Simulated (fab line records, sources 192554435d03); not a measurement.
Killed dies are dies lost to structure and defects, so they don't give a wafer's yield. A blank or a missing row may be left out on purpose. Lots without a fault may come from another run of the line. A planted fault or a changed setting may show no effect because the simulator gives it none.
A struck lot beside a sound one | flow n5_finfet | 36 steps out of a route of 1938
Sound: wafers L351.1, L351.3, L351.4. Struck: wafers L363.3, L363.4, L363.6. The cause comes at the end.
At each step with rows: each side's tool, then ch and its chambers, then its first start. Under that, the readings that differ: sound wafers | struck wafers | difference of the means | sigmas: that difference in standard deviations of wafers without a fault.
alike: readings whose means differ by less than 2 such deviations, and words and numbers that are the same on both sides. not compared: withheld readings, readings that some wafer has no value for, bounds like >300 that may hide the same value, and numbers for which the record gives no deviation and whose values overlap.
The two part at a step that has a row with sigmas, a row that says differs or no value, or rows on one side only. Numbers that don't overlap but have no deviation are shown without sigmas and don't part them. A reading that every wafer of one side lacks parts them only if that side has two wafers or more.

first, 9 steps without rows for these wafers: N5_BEOL_M4_ANNEAL_95 (time 240 s); N5_BEOL_M4_SPUTTER_96 (material Cu, target thk 4.5 nm, time 8.29 s); N5_BEOL_M4_ECD_50 (material Cu, target thk 300 nm); N5_BEOL_M4_ANNEAL_51 (time 90 s); N5_BEOL_M4_CMP_52 (polishes, stops on SiOC, t overpolish 6.8 s, target thk 40 nm); N5_BEOL_M4_PRE_CLEAN_60 (time 15 s); N5_BEOL_M4_CO_CAP_55 (material Co, precursor CCTBA/H2, target thk 2 nm, time 102.1 s); N5_BEOL_M4_PRE_CLEAN_56 (time 15 s); N5_BEOL_M4_DEP_57 (deposits SiCN from 3MS/NH3, target thk 8 nm, time 14 s).
N5_BEOL_M4_RC_MEAS_101:
  sound on prober-01 ch 0, day 9 08:23; struck on prober-02 ch 0, day 12 09:26
  alike: DIBL_N, DIBL_P, IOFF_N, IOFF_P, ION_N, ION_P, SS_N, SS_P, VT_N, VT_P
then, 24 steps without rows for these wafers: N5_BEOL_M5_ILD_DEP_00 (deposits SiCOH lowk from DEMS/porogen, target thk 140.64 nm, time 25.9 s); N5_BEOL_M5_CURE_79 (cures SiCOH lowk, time 240 s); N5_BEOL_M5_PECVD_70 (deposits SiO2 from TEOS/O2, target thk 16 nm, time 18 s); N5_BEOL_M5_HM_DEP_02 (deposits TiN, target thk 20 nm); N5_BEOL_M5_COAT_59 (time 60 s, resist thk 60 nm); N5_BEOL_M5_COAT_60 (time 60 s, resist thk 12 nm); N5_BEOL_M5_COAT_71 (time 60 s, resist thk 5 nm); N5_BEOL_M5_COAT_05 (resist thk 30 nm); N5_BEOL_M5_EBR_07; N5_BEOL_M5_SOFTBAKE_06 (time 60 s); N5_BEOL_M5_EXPOSE_08 (exposes mask M5, target cd 28 nm); N5_BEOL_M5_PEB_09 (peb time 60 s); N5_BEOL_M5_DEVELOP_10 (develop time 30 s); N5_BEOL_M5_DESCUM_16 (chemistry O2, time 7 s); N5_BEOL_M5_ETCH_72 (etches underlayer in N2/H2, target depth 6.5 nm, time 5.2 s); N5_BEOL_M5_ETCH_61 (etches SiARC in CF4, target depth 15.6 nm, time 26 s); N5_BEOL_M5_ETCH_62 (etches SOC in N2/H2, target depth 75 nm, overetch 15 nm, time 112.5 s); N5_BEOL_M5_STRIP_63 (strips in N2/H2); N5_BEOL_M5_STRIP_73 (strips in N2/H2); N5_BEOL_M5_STRIP_64 (strips in CF4); N5_BEOL_M5_HM_OPEN_17 (chemistry Cl2/BCl3, target TiN, target depth 20 nm, overetch 6 nm); N5_BEOL_M5_STRIP_19 (strips in O2); N5_BEOL_M5_COAT_65 (time 60 s, resist thk 60 nm); N5_BEOL_M5_COAT_66 (time 60 s, resist thk 12 nm).
-- the record jumps here: 4 days lie between the struck wafers' starts before and after (it left off in module BEOL_M5 and takes up again in module MIM_TOP, whose first step shown is number 1834 of the route) --
N5_MIM_TOP_ALD_00: deposits Al2O3, purge time 3 s, co reactant pulse time 3 s.
  sound on ald_hk-01 ch 0,2,3, day 13 10:04; struck on ald_hk-02 ch 2,3, day 16 02:31
  reading                    | sound             | struck | difference                    | sigmas
  precursor_pulse_height_rel | 0.983 1.021 0.998 | - - -  | no value on the struck wafers |
N5_PASSIVATION_PROBE_49:
  the record has rows for the struck wafers here (prober-02, day 16 16:23) and none for the sound ones

WHERE THEY PART
First at N5_MIM_TOP_ALD_00; last, within this record, at N5_PASSIVATION_PROBE_49.

WHY: what the simulator had put in
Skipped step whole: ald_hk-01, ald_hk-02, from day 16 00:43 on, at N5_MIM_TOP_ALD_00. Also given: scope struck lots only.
